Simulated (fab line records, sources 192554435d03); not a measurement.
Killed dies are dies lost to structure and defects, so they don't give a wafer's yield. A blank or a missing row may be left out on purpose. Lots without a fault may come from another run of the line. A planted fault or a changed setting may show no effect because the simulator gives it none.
fab line records | flow n5_finfet
record lots=7 wafers=39
route steps=1938 shown HKMG_FIN@406 MOL_CONTACT_COAG@616
start_h: hours from the record's first day to the start of the lot's first wafer shown | wait_h: hours since the lot's step before | " the same as in the row above | L1.1+2: a row that stands for several wafers | - no value, or no start given | * or withheld: withheld | < > ~ a bound
route shown NAME@n: a module of which the file shows steps, and the number in the route of the first | usual: mean/standard deviation of fault-free wafers | same: alike in all rows | chamber/n: place in a boat | sites: the reading at each site | _std_site: their standard deviation | _edge_site: outer sites' mean less inner sites' | radius_mm: how far each site lies from the wafer's centre | mask NAME#n: copy n | behind: the tool/chamber that last shaped the wafer | hold: why the lot was held/for how many hours/how that ended | device: the transistor (n, p or np) that didn't switch | end of line: the same wafers' tests at the end of the route | a step without rows: its recipe alone | killed: dies lost to structure and defects at the first sort, not the wafer's yield | map: a wafer's dies, x killed, . not, _ none there
set.NAME: the setting as run; set.NAME@STEP: as run at that earlier step | model.NAME: the simulator's own value behind a step, which no gauge read
lots whose settings were changed on purpose; a table a step, a row a wafer
## steps
# step N5_HKMG_FIN_ETCH_58
# recipe chemistry=N2/H2 target=SOC target_depth_a=2158 ion_energy_ev=50 bias_w=13 time_s=741 pressure_mtorr=30 source_w=875 n2_flow_sccm=200 h2_flow_sccm=200
# usual rf_vpp_V=99.0/1
# columns lot.wafer tool chamber start_h wait_h set.bias_w rf_vpp_V
L075.1 rie_diel-05 2 79.60 0.0 13.86 103.6
L075.2 " 0 " " 13 98.6
L075.3 " 3 " " 13.86 103.0
L075.4 " 1 " " 13 99.0
L075.5 " 3 " " 13.86 102.9
L075.6 " 2 " " 13 99.3
L076.1 rie_diel-05 3 86.62 0.0 13 98.2
L076.2 " 2 " " 15.03 109.0
L076.3 " 1 " " 15.03 108.5
L076.4 " 0 " " 15.03 108.8
L076.5 " 1 " " 13 98.5
L076.6 " 0 " " 13 99.6
L080.2 rie_diel-04 2 109.85 0.0 13 98.7
L080.3 " 0 " " 13 98.8
L080.6 " 2 " " 13 100.1
L082.1 rie_diel-02 1 122.24 0.0 13 99.4
L082.2 " 2 " " 13 100.2
L082.3 " 3 " " 13 99.3
L082.4 " 0 " " 13 97.7
L082.5 " 2 " " 13 99.1
L082.6 " 3 " " 13 97.6
L088.1 rie_diel-05 3 160.75 0.0 13 99.2
L088.2 " 0 " " 13 97.9
L088.3 " 2 " " 13.66 102.9
L088.4 " 1 " " 13.66 101.0
L088.5 " 0 " " 13 98.0
L088.6 " 3 " " 13.66 102.2
L093.1 rie_diel-04 2 185.98 0.0 13 98.9
L093.2 " 0 " " 14.7 106.6
L093.3 " 3 " " 14.7 107.0
L093.4 " 1 " " 13 98.7
L093.5 " 2 " " 14.7 105.6
L093.6 " 1 " " 13 101.2
L095.1 rie_diel-04 2 203.05 0.0 13 98.1
L095.2 " 1 " " 13 100.9
L095.3 " 3 " " 13 99.4
L095.4 " 0 " " 13 99.0
L095.5 " 3 " " 13 100.6
L095.6 " 0 " " 13 97.2
# step N5_MOL_CONTACT_COAG_ETCH_124
# recipe chemistry=CH3F/O2 target=SiNx target_depth_a=65 mask_material=SOC stop_on=SiOC over_etch_frac=0.3 ion_energy_ev=120 pressure_mtorr=30 source_w=395 bias_w=73 Ar_flow_sccm=150 CH3F_flow_sccm=30 O2_flow_sccm=20 ends=end_point
# usual rf_vpp_V=299/5.4
# columns lot.wafer tool chamber start_h wait_h set.bias_w rf_vpp_V
L075.1 rie_diel-04 3 107.54 0.0 73 299
L075.2 " 1 " " 73 299
L075.3 " 2 " " 65.67 269
L075.4 " 0 " " 73 288
L075.5 " 3 " " 65.67 273
L075.6 " 0 " " 65.67 265
L076.1 rie_diel-05 1 116.34 0.0 73 298
L076.2 " 0 " " 61.03 266
L076.3 " 3 " " 73 300
L076.4 " 2 " " 61.03 260
L076.5 " 0 " " 61.03 266
L076.6 " 1 " " 73 299
L080.2 rie_diel-05 0 140.55 0.0 73 307
L080.3 " 2 " " 73 299
L080.6 " 3 " " 73 299
L082.1 rie_diel-02 2 152.57 0.0 62.75 272
L082.2 " 0 " " 73 298
L082.3 " 1 " " 73 295
L082.4 " 3 " " 62.75 272
L082.5 " 3 " " 62.75 271
L082.6 " 0 " " 73 298
L088.1 rie_diel-02 0 188.61 0.0 69.47 287
L088.2 " 1 " " 73 293
L088.3 " 3 " " 73 306
L088.4 " 2 " " 73 307
L088.5 " 0 " " 69.47 287
L088.6 " 3 " " 69.47 295
L093.1 rie_diel-02 3 211.92 0.0 73 305
L093.2 " 1 " " 73 296
L093.3 " 2 " " 73 305
L093.4 " 2 " " 73 304
L093.5 " 1 " " 73 295
L093.6 " 3 " " 73 305
L095.1 rie_diel-05 1 230.77 0.0 73 297
L095.2 " 3 " " 73 299
L095.3 " 0 " " 73 307
L095.4 " 2 " " 73 298
L095.5 " 3 " " 73 300
L095.6 " 2 " " 73 300
## key
split step=N5_HKMG_FIN_ETCH_58 setting=bias_w stated=13 by=wafer
response step=N5_HKMG_FIN_ETCH_58 reading=rf_vpp_V change=+0.601 per=1% r=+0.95
split step=N5_MOL_CONTACT_COAG_ETCH_124 setting=bias_w stated=73 by=wafer
response step=N5_MOL_CONTACT_COAG_ETCH_124 reading=rf_vpp_V change=+2.14 per=1% r=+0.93
